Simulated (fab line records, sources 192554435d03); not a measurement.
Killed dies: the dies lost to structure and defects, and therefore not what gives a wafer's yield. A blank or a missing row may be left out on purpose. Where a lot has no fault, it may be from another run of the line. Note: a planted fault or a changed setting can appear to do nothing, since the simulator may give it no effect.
fab line records	flow n5_finfet	part 2 of 2: steps 4 to 6 of 6
record: lots: 21	wafers: 63	last_day: 18
route steps=1938 shown MOL_CONTACT_COAG@559
lots with no fault: from the same line, run without faults
start_h: hours from the record's first day to the start of the lot's first wafer shown	wait_h: hours elapsed since this lot's preceding step	" identical to the entry in the row above	L1.1+2: one row covering several wafers at once	- either no value or no given start	* or withheld: withheld	< > ~ a bound
route shown NAME@n: names a module that has steps shown in the file, with the first one's number in the route	usual: mean and standard deviation over wafers with no fault	same: alike in all rows	chamber/n: place in a boat	sites: each site's reading	_std_site: the standard deviation of these	_edge_site: mean of outer sites minus mean of inner sites	radius_mm: for every site, how far away it sits from the centre of the wafer	mask NAME#n: copy n	behind: tool/chamber where the wafer was last shaped	hold: reason for holding the lot/hours on hold/outcome of the hold	device: the transistor (n, p or np) that didn't switch	end of line: tests run on the same wafers once the route is complete	a step without rows: its recipe alone	killed: dies lost to structure and defects at the first sort, not the wafer's yield	map: per-die view of a wafer (x killed, . not killed, _ where there is no die)
set.NAME: the run value of the setting; set.NAME@STEP: its run value at that earlier step	model.NAME: the simulator's own value behind a step, which no gauge read
route steps across a sampled set of lots; one table per step, one row per wafer
services: a tool's chamber out of use, with start hour (start_h, from the record's first day; less than 0 if before it), hours out, and reason
== steps ==
step: N5_MOL_CONTACT_COAG_ETCH_48
recipe: chemistry: C4F6/O2	target_depth_a: 150	overetch_a: 45	mask_material: SOC	target: SiOC	bias_w: 465	pressure_mtorr: 10	time_s: 17	source_w: 335	Ar_flow_sccm: 300	C4F6_flow_sccm: 10	O2_flow_sccm: 10	ion_energy_ev: 576
usual: bias_w: 465.0/1.4	drypump_motor_current_A: 5.8/0.48	oes_product_au: 0.66/0.062	rf_vpp_V: 1593/10	showerhead_plenum_p_Torr: 2.86/0.083	throttle_valve_pct: 40.8/0.31
lot.wafer	tool	chamber	start_h	wait_h	bias_w	drypump_motor_current_A	oes_product_au	rf_hours_counter_h	rf_vpp_V	showerhead_plenum_p_Torr	throttle_valve_pct
L074.1	rie_diel-06	2	110.98	0.0	460.8	6.9	0.64	152	1602	2.85	41.0
L074.4	"	0	"	"	467.1	5.8	0.67	114	1586	2.86	40.6
L074.5	"	2	"	"	462.4	6.9	0.66	-	1602	2.85	41.0
L075.3	rie_diel-01	2	114.51	0.0	465.2	5.9	0.61	162	1609	2.95	41.1
L075.5	"	1	"	"	465.8	5.5	0.73	-	1585	2.87	40.4
L075.6	"	2	"	"	466.3	5.9	0.61	-	1609	2.95	41.1
L076.1	rie_diel-01	2	114.97	0.0	464.7	5.9	0.63	162	1610	2.95	41.1
L076.3	"	0	"	"	464.9	5.5	0.79	8	1597	2.80	41.2
L076.5	"	3	"	"	465.8	6.1	0.52	-	1588	2.79	40.2
L077.1	rie_diel-03	0	129.12	0.0	465.5	6.0	0.62	204	1600	2.93	40.8
L077.5	"	0	"	"	464.6	6.0	0.61	-	1600	2.93	40.9
L077.6	"	3	"	"	464.1	5.1	0.62	-	1580	2.71	40.9
L079.2	rie_diel-06	3	137.43	0.0	467.6	5.4	0.74	71	1603	2.88	40.6
L079.4	"	1	"	"	464.0	5.8	0.71	70	1577	2.76	41.1
L079.6	"	2	"	"	466.5	6.8	0.63	-	1601	2.85	41.0
L080.1	rie_diel-06	1	138.17	0.0	464.6	5.8	0.64	70	1578	2.76	41.1
L080.2	"	2	"	"	465.7	6.9	0.64	162	1602	2.85	41.0
L080.5	"	3	"	"	465.6	5.4	0.69	-	1601	2.88	40.6
L081.1	rie_diel-06	3	146.85	0.0	464.0	5.4	0.70	75	1601	2.88	40.6
L081.2	"	2	"	"	466.1	6.9	0.59	165	1601	2.85	41.0
L081.5	"	2	"	"	469.2	6.9	0.62	-	1602	2.84	41.0
L082.2	rie_diel-03	1	151.82	0.0	465.8	5.8	0.79	25	1587	3.02	40.4
L082.4	"	3	"	"	465.7	5.1	0.62	211	1579	2.71	40.9
L082.5	"	1	"	"	468.0	5.8	0.81	-	1586	3.02	40.4
L084.1	rie_diel-03	3	164.58	0.0	463.2	5.1	0.62	214	1578	2.71	40.8
L084.4	"	1	"	"	464.5	5.8	0.74	29	1586	3.02	40.4
L084.5	"	0	"	"	464.2	6.0	0.63	-	1599	2.93	40.9
L085.2	rie_diel-06	2	171.35	0.0	465.8	6.8	0.68	174	1602	2.84	41.1
L085.5	"	1	"	"	465.1	5.8	0.72	-	1577	2.76	41.1
L085.6	"	2	"	"	466.7	6.8	0.66	-	1602	2.84	41.1
L086.1	rie_diel-03	2	172.57	0.0	465.4	5.6	0.72	105	1603	2.97	40.5
L086.3	"	1	"	"	463.9	5.8	0.73	32	1586	3.01	40.4
L086.4	"	0	"	"	465.9	6.0	0.61	218	1600	2.93	40.9
L087.3	rie_diel-06	2	175.50	0.0	462.9	6.8	0.63	175	1601	2.84	41.0
L087.5	"	3	"	"	464.8	5.4	0.72	-	1600	2.88	40.6
L087.6	"	2	"	"	465.3	6.9	0.63	-	1601	2.84	41.0
L088.1	rie_diel-01	3	187.55	0.0	465.6	6.1	0.77	8	1588	2.78	40.0
L088.2	"	1	"	"	464.4	5.5	0.68	111	1585	2.86	40.4
L088.3	"	0	"	"	464.4	5.4	0.75	36	1594	2.79	41.2
L090.1	rie_diel-06	1	199.28	0.0	465.9	5.8	0.67	88	1577	2.76	41.1
L090.4	"	3	"	"	464.9	5.4	0.65	93	1601	2.87	40.6
L090.5	"	3	"	"	464.6	5.4	0.66	-	1601	2.87	40.6
L091.1	rie_diel-03	1	204.65	0.0	463.3	5.8	0.77	42	1586	3.01	40.4
L091.4	"	0	"	"	465.5	6.0	0.58	231	1598	2.92	40.9
L091.5	"	3	"	"	464.0	5.1	0.60	-	1579	2.70	40.9
L092.1	rie_diel-01	2	212.04	0.0	467.3	5.9	0.60	198	1607	2.93	41.1
L092.4	"	0	"	"	467.7	5.5	0.69	43	1595	2.78	41.2
L092.5	"	1	"	"	466.2	5.5	0.63	-	1584	2.86	40.4
L093.1	rie_diel-06	0	217.35	0.0	463.6	5.7	0.62	150	1585	2.84	40.6
L093.4	"	1	"	"	462.5	5.8	0.64	94	1578	2.75	41.1
L093.6	"	0	"	"	465.2	5.8	0.59	-	1583	2.84	40.6
L094.1	rie_diel-06	3	225.63	0.0	465.2	5.5	0.71	102	1601	2.87	40.6
L094.5	"	0	"	"	463.7	5.8	0.66	-	1584	2.84	40.6
L094.6	"	3	"	"	465.9	5.4	0.71	-	1599	2.87	40.6
L095.3	rie_diel-06	1	227.70	0.0	466.1	5.8	0.69	97	1577	2.75	41.1
L095.5	"	3	"	"	464.1	5.4	0.67	-	1599	2.87	40.6
L095.6	"	2	"	"	465.9	6.9	0.63	-	1601	2.83	41.1
L096.1	rie_diel-06	2	233.30	0.0	465.0	6.8	0.59	196	1602	2.83	41.1
L096.3	"	1	"	"	465.6	5.8	0.66	99	1577	2.75	41.1
L096.5	"	3	"	"	465.1	5.4	0.64	-	1601	2.87	40.6
L097.2	rie_diel-03	0	240.39	0.0	466.0	6.0	0.61	243	1598	2.91	40.9
L097.4	"	2	"	"	463.4	5.6	0.66	126	1603	2.97	40.5
L097.6	"	3	"	"	462.5	5.1	0.58	-	1578	2.70	40.9
step: N5_MOL_CONTACT_COAG_CMP_52
recipe: stop_on: SiO2	t_overpolish_s: 1.5	post_cmp_clean: w_dilute_nh4oh	down_force_psi: 4	platen_rpm: 50.289	pad_velocity_m_s: 1.0006	target_thk_nm: 66.5
usual: motor_current_A: 11.6/2.1	overpolish_run_s: 1.501/0.0086	platen_rpm: 50.30/0.032	time_to_endpoint_s: 13.4/1.9
lot.wafer	tool	chamber	start_h	wait_h	motor_current_A	overpolish_run_s	platen_rpm	time_to_endpoint_s
L074.4	cmp-04	0	111.79	0.1	12.6	1.506	50.29	11.6
L074.1	"	1	"	"	11.0	1.506	50.27	10.9
L074.5	"	3	"	"	10.8	1.489	50.28	15.6
L075.3	cmp-02	0	115.32	0.1	10.7	1.502	50.31	12.3
L075.6	"	2	"	"	13.9	1.503	50.33	13.5
L075.5	"	3	"	"	10.8	1.508	50.31	14.9
L076.1	cmp-04	0	115.74	0.1	12.9	1.503	50.31	14.0
L076.3	"	1	"	"	10.8	1.498	50.31	10.1
L076.5	"	3	"	"	10.0	1.513	50.28	14.1
L077.1	cmp-04	2	129.96	0.1	10.1	1.502	50.28	13.0
L077.6	"	3	"	"	10.4	1.495	50.30	14.5
L077.5	"	0	"	"	12.7	1.495	50.28	13.0
L079.2	cmp-02	3	138.17	0.0	10.8	1.510	50.31	18.8
L079.4	"	0	"	"	10.2	1.500	50.31	16.0
L079.6	"	0	"	"	10.5	1.496	50.29	16.6
L080.1	cmp-03	0	138.95	0.1	8.8	1.500	50.37	15.1
L080.2	"	2	"	"	9.6	1.493	50.29	13.4
L080.5	"	0	"	"	9.3	1.496	50.35	15.3
L081.1	cmp-03	3	147.66	0.1	15.3	1.504	50.30	14.9
L081.2	"	0	"	"	9.0	1.522	50.33	12.1
L081.5	"	1	"	"	13.5	1.504	50.30	12.2
L082.2	cmp-03	0	152.56	0.0	9.3	1.511	50.24	11.7
L082.4	"	2	"	"	9.3	1.490	50.30	12.2
L082.5	"	0	"	"	9.1	1.502	50.33	12.6
L084.1	cmp-03	2	165.51	0.2	9.5	1.498	50.28	17.7
L084.4	"	0	"	"	9.3	1.500	50.32	15.2
L084.5	"	1	"	"	13.3	1.519	50.28	14.3
L085.2	cmp-03	2	172.43	0.0	8.8	1.494	50.28	16.1
L085.6	"	2	"	"	9.8	1.515	50.30	16.6
L085.5	"	3	"	"	14.0	1.502	50.33	16.1
L086.3	cmp-03	0	173.46	0.0	8.8	1.503	50.30	11.3
L086.4	"	1	"	"	13.6	1.495	50.32	11.8
L086.1	"	2	"	"	9.7	1.497	50.29	14.5
L087.3	cmp-03	2	176.27	0.1	9.5	1.490	50.25	16.0
L087.5	"	1	"	"	13.4	1.504	50.32	12.7
L087.6	"	2	"	"	9.6	1.492	50.31	12.9
L088.1	cmp-04	0	188.30	0.0	12.9	1.500	50.31	14.0
L088.3	"	2	"	"	10.1	1.509	50.33	14.1
L088.2	"	3	"	"	11.0	1.502	50.31	13.9
L090.1	cmp-03	1	200.13	0.1	13.3	1.496	50.27	13.1
L090.4	"	2	"	"	9.2	1.500	50.28	16.9
L090.5	"	0	"	"	9.0	1.493	50.25	11.3
L091.1	cmp-03	1	205.44	0.1	13.3	1.494	50.28	12.3
L091.4	"	3	"	"	14.4	1.485	50.34	11.0
L091.5	"	0	"	"	9.2	1.506	50.32	10.0
L092.4	cmp-03	1	212.86	0.0	13.7	1.517	50.32	13.8
L092.1	"	3	"	"	14.2	1.494	50.29	12.9
L092.5	"	2	"	"	9.6	1.485	50.28	12.5
L093.4	cmp-04	1	218.08	0.0	10.4	1.494	50.30	12.1
L093.1	"	0	"	"	13.1	1.508	50.32	13.9
L093.6	"	1	"	"	10.7	1.487	50.25	13.0
L094.1	cmp-03	1	226.56	0.1	13.7	1.516	50.27	12.0
L094.5	"	2	"	"	9.4	1.509	50.30	13.4
L094.6	"	3	"	"	14.6	1.498	50.33	11.8
L095.3	cmp-03	3	228.47	0.1	15.2	1.498	50.28	14.9
L095.5	"	2	"	"	9.2	1.507	50.35	14.1
L095.6	"	3	"	"	15.1	1.506	50.32	11.9
L096.1	cmp-04	3	234.04	0.0	10.6	1.481	50.28	14.2
L096.3	"	1	"	"	10.7	1.489	50.26	12.3
L096.5	"	3	"	"	10.1	1.504	50.32	12.5
L097.2	cmp-03	0	241.53	0.1	8.6	1.509	50.30	11.4
L097.4	"	1	"	"	12.1	1.503	50.34	11.1
L097.6	"	3	"	"	14.7	1.497	50.29	9.9
step: N5_MOL_CONTACT_COAG_INSPECT_97
recipe: inspect_instrument: darkfield	mode: post_anneal
usual: raw_defect_count: 46/20
lot.wafer	tool	chamber	start_h	wait_h	raw_defect_count
L074.1	defect_inspect-01	-	115.06	0.0	33
L074.4	"	-	"	"	44
L074.5	"	-	"	"	85
L075.3	defect_inspect-01	-	118.63	0.1	34
L075.5	"	-	"	"	35
L075.6	"	-	"	"	36
L076.1	defect_inspect-02	-	121.59	0.0	17
L076.3	"	-	"	"	18
L076.5	"	-	"	"	25
L077.1	defect_inspect-01	-	135.11	0.0	62
L077.5	"	-	"	"	40
L077.6	"	-	"	"	55
L079.2	defect_inspect-01	-	141.55	0.1	33
L079.4	"	-	"	"	39
L079.6	"	-	"	"	30
L080.1	defect_inspect-01	-	144.51	0.0	30
L080.2	"	-	"	"	33
L080.5	"	-	"	"	24
L081.1	defect_inspect-01	-	150.93	0.0	48
L081.2	"	-	"	"	40
L081.5	"	-	"	"	51
L082.2	defect_inspect-02	-	155.93	0.0	51
L082.4	"	-	"	"	30
L082.5	"	-	"	"	39
L084.1	defect_inspect-01	-	168.83	0.0	70
L084.4	"	-	"	"	74
L084.5	"	-	"	"	86
L085.2	defect_inspect-01	-	175.80	0.0	28
L085.5	"	-	"	"	44
L085.6	"	-	"	"	26
L086.1	defect_inspect-02	-	178.79	0.0	48
L086.3	"	-	"	"	52
L086.4	"	-	"	"	48
L087.3	defect_inspect-02	-	181.82	0.1	36
L087.5	"	-	"	"	39
L087.6	"	-	"	"	36
L088.1	defect_inspect-02	-	191.66	0.0	46
L088.2	"	-	"	"	97
L088.3	"	-	"	"	57
L090.1	defect_inspect-02	-	203.39	0.0	32
L090.4	"	-	"	"	35
L090.5	"	-	"	"	22
L091.1	defect_inspect-01	-	208.76	0.0	69
L091.4	"	-	"	"	39
L091.5	"	-	"	"	56
L092.1	defect_inspect-01	-	216.20	0.0	52
L092.4	"	-	"	"	34
L092.5	"	-	"	"	34
L093.1	defect_inspect-01	-	221.43	0.0	35
L093.4	"	-	"	"	33
L093.6	"	-	"	"	48
L094.1	defect_inspect-01	-	229.79	0.0	44
L094.5	"	-	"	"	28
L094.6	"	-	"	"	33
L095.3	defect_inspect-02	-	232.83	0.1	26
L095.5	"	-	"	"	46
L095.6	"	-	"	"	40
L096.1	defect_inspect-02	-	237.38	0.0	22
L096.3	"	-	"	"	43
L096.5	"	-	"	"	35
L097.2	defect_inspect-01	-	244.82	0.0	34
L097.4	"	-	"	"	28
L097.6	"	-	"	"	32
== services ==
tool	chamber	start_h	hours	kind
ald_sin-02	-	85.25	14.0	pm
ald_sin-01	3	89.03	4.4	repair
rie_diel-01	3	105.15	7.8	repair
cmp-04	-	108.90	1.5	repair
cmp-03	-	133.15	4.0	pm
cmp-03	-	137.15	-	consumable_replace:conditioner
cmp-03	-	137.15	-	consumable_replace:pad
rie_diel-01	3	137.44	-	clean
rie_diel-01	3	137.44	-	consumable_replace:focus_ring
rie_diel-01	3	137.44	23.2	scheduled_down
cmp-03	-	139.82	3.8	repair
cmp-02	-	174.22	1.1	repair
rie_diel-06	-	174.50	0.2	repair
ald_sin-03	-	176.81	14.0	pm
cmp-03	-	186.94	8.3	pm
ald_sin-01	-	189.68	4.3	pm
rie_diel-03	1	191.39	1.3	repair
cmp-04	-	192.11	4.0	pm
cmp-02	-	211.14	20.4	pm
ald_sin-02	3	212.69	12.1	repair
ald_sin-02	1	221.04	5.6	repair
ald_sin-02	2	226.91	10.4	repair
ald_sin-03	1	227.38	3.0	repair
cmp-02	-	237.50	1.2	repair
